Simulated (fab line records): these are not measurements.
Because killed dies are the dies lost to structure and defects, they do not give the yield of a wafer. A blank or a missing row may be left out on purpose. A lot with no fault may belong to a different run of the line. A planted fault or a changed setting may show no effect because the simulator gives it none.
Which tool was responsible?    flow nandHarc    18 wafers sampled from 6 lots at 1 step of a route of 1302

## WHAT THE GAUGES SHOWED, per wafer
NHARC_A_SLIT_CD_MEAS_09: target cd 300 nm.
lot   measured      on        cdNm (nm)
L661  day 21 08:32  cdSem-01  300.2 299.9 300.2
L662  day 21 12:12  cdSem-01  300.4 301.0 300.8
L668  day 23 20:44  cdSem-03  300.9 300.7 301.4
L670  day 24 17:07  cdSem-03  300.8 300.2 300.6
L677  day 27 05:34  cdSem-01  300.6 301.0 300.7
L680  day 28 21:24  cdSem-01  300.8 300.1 301.3

## TOOL THAT RAN EACH LOT (tool first, then ch and the chambers of the sampled wafers, then the start)
There is no process step in the record ahead of these readings.

## THE ANSWER, worked out from the rows above alone
Rule: what is usual is taken from the lots themselves. The widest of any qualifying gaps counts: lots, ordered by their means at a reading, are off when they make up no more than a third of the lots, leave a main group of 4 or more, and stand apart from it by 3 or more times the standard deviation of that group's means. A main group is skipped when, at the precision printed for the reading in the tables above, its means are all equal. Also off: a lot with no number at a reading for which 4 or more lots have one. Any other lot the step has rows for is counted as sound.
No lot is off at any reading shown: from this, nothing can be told.

## WHAT WAS PUT IN BY THE SIMULATOR
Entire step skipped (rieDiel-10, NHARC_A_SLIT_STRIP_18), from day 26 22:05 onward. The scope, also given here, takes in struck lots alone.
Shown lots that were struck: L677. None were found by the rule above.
